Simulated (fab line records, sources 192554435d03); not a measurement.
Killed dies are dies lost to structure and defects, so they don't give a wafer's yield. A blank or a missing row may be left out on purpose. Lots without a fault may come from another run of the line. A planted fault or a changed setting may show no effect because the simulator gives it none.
Chamber matching | flow n5_finfet | N5_BEOL_M11_ALD_74 on ald_metal-04: 4 sister chambers
The step deposits TaN, target thk 2 nm, pulse time 2 s, purge time 3 s. 20 wafers are shown with their chamber, then 10 later ones without.

WAFERS WITH THEIR CHAMBER
wafer  | chamber | heater_power_w (W) | mfc_carrier_sccm (sccm) | precursor_vessel_carrier_sccm (sccm)
L075.4 | 3       | 374                | 1502                    | 1004
L075.5 | 2       | 504                | 1503                    | 1000
L075.6 | 1       | 440                | 1492                    | 1002
L077.4 | 1       | 432                | 1501                    | 1008
L077.5 | 3       | 365                | 1498                    | 1003
L077.6 | 2       | 507                | 1500                    | 997
L078.1 | 0       | 447                | 1502                    | 1002
L078.3 | 1       | 423                | 1509                    | 997
L078.4 | 3       | 371                | 1495                    | 1002
L079.2 | 1       | 431                | 1499                    | 1005
L079.5 | 2       | 502                | 1499                    | 1007
L079.6 | 3       | 376                | 1498                    | 999
L080.2 | 1       | 426                | 1497                    | 1002
L080.3 | 2       | 508                | 1502                    | 999
L080.6 | 0       | 442                | 1512                    | 1005
L082.2 | 3       | 370                | 1503                    | 999
L082.4 | 2       | 502                | 1498                    | 997
L082.5 | 3       | 360                | 1504                    | 998
L086.4 | 3       | 365                | 1498                    | 1000
L086.5 | 0       | 433                | 1503                    | 998

SIGNATURES (means of the wafers above)
reading                       | chamber 0 | chamber 1 | chamber 2 | chamber 3 | scatter within a chamber
heater_power_w                | 440.67    | 430.40    | 504.60    | 368.71    | 5.55
mfc_carrier_sccm              | 1505.67   | 1499.60   | 1500.40   | 1499.71   | 4.32
precursor_vessel_carrier_sccm | 1001.67   | 1002.80   | 1000.00   | 1000.71   | 3.45
Rule: a wafer's distance from a chamber is the root of the sum, over the readings, of the square of ((its reading less the chamber's mean) divided by the reading's scatter). The wafer belongs to the nearest chamber; if the next one is less than 2 further off, it can't be placed. The scatter: the root of (the sum of the squares of (reading less its chamber's mean) over the shown wafers, divided by (wafers less chambers)).

WAFERS WITHOUT THEIR CHAMBER
wafer  | heater_power_w (W) | mfc_carrier_sccm (sccm) | precursor_vessel_carrier_sccm (sccm)
L086.6 | 435                | 1492                    | 998
L089.3 | 429                | 1496                    | 1001
L089.4 | 360                | 1499                    | 1000
L089.5 | 504                | 1504                    | 1002
L088.2 | 509                | 1502                    | 998
L088.3 | 369                | 1497                    | 1001
L088.5 | 436                | 1498                    | 999
L096.4 | 448                | 1498                    | 996
L096.5 | 420                | 1505                    | 1005
L096.6 | 441                | 1499                    | 1001

WHICH CHAMBER EACH WENT THROUGH
wafer  | from the rows above     | in truth
L086.6 | can't be placed: 1 or 0 | 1
L089.3 | 1                       | 1
L089.4 | 3                       | 3
L089.5 | 2                       | 2
L088.2 | 2                       | 2
L088.3 | 3                       | 3
L088.5 | can't be placed: 1 or 0 | 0
L096.4 | can't be placed: 0 or 1 | 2
L096.5 | can't be placed: 1 or 0 | 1
L096.6 | can't be placed: 0 or 1 | 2
Placed correctly: 5 of 10. Can't be placed from these rows: 5 (the true chamber is among the candidates in 3). Placed wrongly: 0.
